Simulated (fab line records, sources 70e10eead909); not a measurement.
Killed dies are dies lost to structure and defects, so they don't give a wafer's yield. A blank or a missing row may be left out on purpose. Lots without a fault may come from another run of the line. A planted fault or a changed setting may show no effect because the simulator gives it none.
Chamber matching | flow nand_harc | NHARC_A_CHANNEL_FILL_D1_ALD_02 on ald_hk-03: 4 sister chambers
The step deposits SiO2, target thk 6 nm, pulse time 10 s, ald cycles 60. 8 wafers are shown with their chamber, then 7 later ones without.

WAFERS WITH THEIR CHAMBER
wafer  | chamber | heater_power_w (W) | precursor_pulse_height_rel
L498.4 | 0       | 442                | 1.022
L502.4 | 0       | 453                | 0.979
L503.4 | 3       | 547                | 0.999
L504.3 | 1       | 425                | 0.981
L504.4 | 3       | 558                | 0.995
L504.6 | 2       | 418                | 0.997
L507.1 | 2       | 403                | 1.018
L507.2 | 1       | 417                | 1.002

WAFERS WITHOUT THEIR CHAMBER
wafer  | heater_power_w (W) | precursor_pulse_height_rel
L507.5 | 415                | 1.005
L512.2 | 545                | 0.987
L512.3 | 408                | 0.989
L512.4 | 448                | 0.977
L519.3 | 544                | 1.037
L519.4 | 429                | 0.967
L519.6 | 430                | 1.040

WHICH CHAMBER EACH WENT THROUGH
wafer  | from the rows above          | in truth
L507.5 | can't be placed: 2 or 1      | 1
L512.2 | 3                            | 3
L512.3 | can't be placed: 2 or 1      | 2
L512.4 | 0                            | 0
L519.3 | 3                            | 3
L519.4 | can't be placed: 1 or 0 or 2 | 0
L519.6 | can't be placed: 1 or 2 or 0 | 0
Placed correctly: 3 of 7. Can't be placed from these rows: 4 (the true chamber is among the candidates in 4). Placed wrongly: 0.
How it was worked out, from the rows above alone: a wafer's distance from a chamber is the root of the sum, over the readings, of the square of ((its reading less the chamber's mean) divided by the reading's scatter). The wafer belongs to the nearest chamber; if the next one is less than 2 further off, it can't be placed. A chamber's mean is the mean of its shown wafers. The scatter: the root of (the sum of the squares of (reading less its chamber's mean) over the shown wafers, divided by (wafers less chambers)).
